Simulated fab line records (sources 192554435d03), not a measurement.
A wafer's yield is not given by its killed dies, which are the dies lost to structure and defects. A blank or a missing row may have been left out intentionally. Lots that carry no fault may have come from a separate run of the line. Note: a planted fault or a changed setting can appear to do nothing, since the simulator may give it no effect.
3 desks, one fault + flow n5Finfet + only its own numbers are on each desk; what lay behind them is given at the end

## DESK OF THE TOOL OWNER: rieDiel-05
The tool's own readings at N5_BEOL_M14_VIA_ETCH_16 (etches SiO2 in C4F8/O2/Ar, target depth 1231.3 nm): means of the sampled wafers that have a number, for each lot that ran on this tool. Any lot whose mean is over 4 standard deviations away from the usual mean is out of limits and marked OUT; that distance is given in the brackets. Shown here are 7 of its 10 readings, the ones lying furthest out on some lot.
Columns: A = C4F8_flow_sccm at N5_BEOL_M14_VIA_ETCH_16, usual 16.01 sccm; B = drypumpMotorCurrentA at N5_BEOL_M14_VIA_ETCH_16, usual 5.8 A; C = heInnerTorr at N5_BEOL_M14_VIA_ETCH_16, usual 14.999 Torr; D = oes_f_703_au at N5_BEOL_M14_VIA_ETCH_16, usual 0.81 a.u.; E = oesProductAu at N5_BEOL_M14_VIA_ETCH_16, usual 0.73 a.u.; F = rfVppV at N5_BEOL_M14_VIA_ETCH_16, usual 2236 V; G = throttleValvePct at N5_BEOL_M14_VIA_ETCH_16, usual 30.80 %
| lot  | first seen here | A     | B   | C      | D    | E    | F    | G     |
|------|-----------------|-------|-----|--------|------|------|------|-------|
| L412 | day 13 14:26    | 15.98 | 5.6 | 14.987 | 0.79 | 0.72 | 2220 | 30.64 |
| L416 | day 14 06:34    | 16.04 | 5.2 | 15.007 | 0.75 | 0.68 | 2246 | 30.92 |
| L421 | day 15 21:25    | 15.96 | 5.4 | 15.003 | 0.78 | 0.70 | 2250 | 31.00 |
| L424 | day 16 10:23    | 15.96 | 5.3 | 15.038 | 0.84 | 0.76 | 2238 | 30.84 |
This desk's finding: nothing out of limits on any of the 4 lots.

## THE DEFECT DESK
Lot by lot, what the route's inspections counted, given as the mean of those sampled wafers with a number. Any lot whose mean is over 4 standard deviations away from the usual mean is out of limits and marked OUT; that distance is given in the brackets.
Columns: A = rawDefectCount at N5_BEOL_M14_INSPECT_30, usual 2.3
| lot  | first seen here | A                       |
|------|-----------------|-------------------------|
| L404 | day 11 00:02    | 3.3                     |
| L409 | day 12 07:20    | 2.7                     |
| L412 | day 13 15:10    | 2.7                     |
| L416 | day 14 07:18    | 1.0                     |
| L415 | day 14 16:51    | 3.7                     |
| L421 | day 15 22:16    | 262.7 (+99 or more) OUT |
| L423 | day 16 07:18    | 1.7                     |
| L424 | day 16 11:07    | 275.3 (+99 or more) OUT |
| L426 | day 17 05:34    | 3.0                     |
| L427 | day 17 11:44    | 1.3                     |
This desk finds L421, L424 out of limits, L421 being first, at day 15 22:16 (rawDefectCount at N5_BEOL_M14_INSPECT_30). Within limits: L404, L409, L412, L416, L415, L423, L426, L427.

## METROLOGY DESK
Means of the sampled wafers that have a number, per lot and without regard to the tool the lot ran on: this is what the gauges read. Any lot whose mean is over 4 standard deviations away from the usual mean is out of limits and marked OUT; that distance is given in the brackets.
Columns: A = V13_OVL at N5_BEOL_M14_OVL_MEAS_11, usual -3 nm; B = M14_OVL at N5_BEOL_M14_OVL_MEAS_29, usual 0 nm; C = trenchDepthNm at N5_BEOL_M14_OCD_MEAS_35, usual 555 nm
| lot  | first seen here | A   | B  | C   |
|------|-----------------|-----|----|-----|
| L404 | day 10 23:05    | -3  | -4 | 546 |
| L409 | day 12 06:19    | -14 | 6  | 547 |
| L412 | day 13 13:56    | -3  | 3  | 552 |
| L416 | day 14 06:26    | -1  | 2  | 552 |
| L415 | day 14 15:51    | -6  | -6 | 552 |
| L421 | day 15 21:02    | -2  | 0  | 552 |
| L423 | day 16 06:25    | -1  | 2  | 548 |
| L424 | day 16 10:14    | 5   | -2 | 558 |
| L426 | day 17 04:27    | 1   | -4 | 561 |
| L427 | day 17 10:44    | -1  | 1  | 560 |
This desk's finding: nothing out of limits on any of the 10 lots.

## ALL TOGETHER
The defect desk could have raised an alarm at day 15 22:16, on L421, L424.
Nothing out of limits was seen by the tool owner's desk.
Metrology desk: nothing out of limits seen.
The tool owner's desk has L421, L424 on record, within its limits.
The metrology desk holds a record of L421, L424, inside its limits.
The lots listed all ran N5_BEOL_M14_VIA_ETCH_16 on rieDiel-05.

## WHAT THE SIMULATOR HAD PUT IN
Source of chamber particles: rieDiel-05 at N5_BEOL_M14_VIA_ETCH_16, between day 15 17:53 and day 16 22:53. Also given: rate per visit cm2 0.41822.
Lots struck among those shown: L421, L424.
Hours from the fault's start to each desk's first reading out of limits: the defect desk, 4.
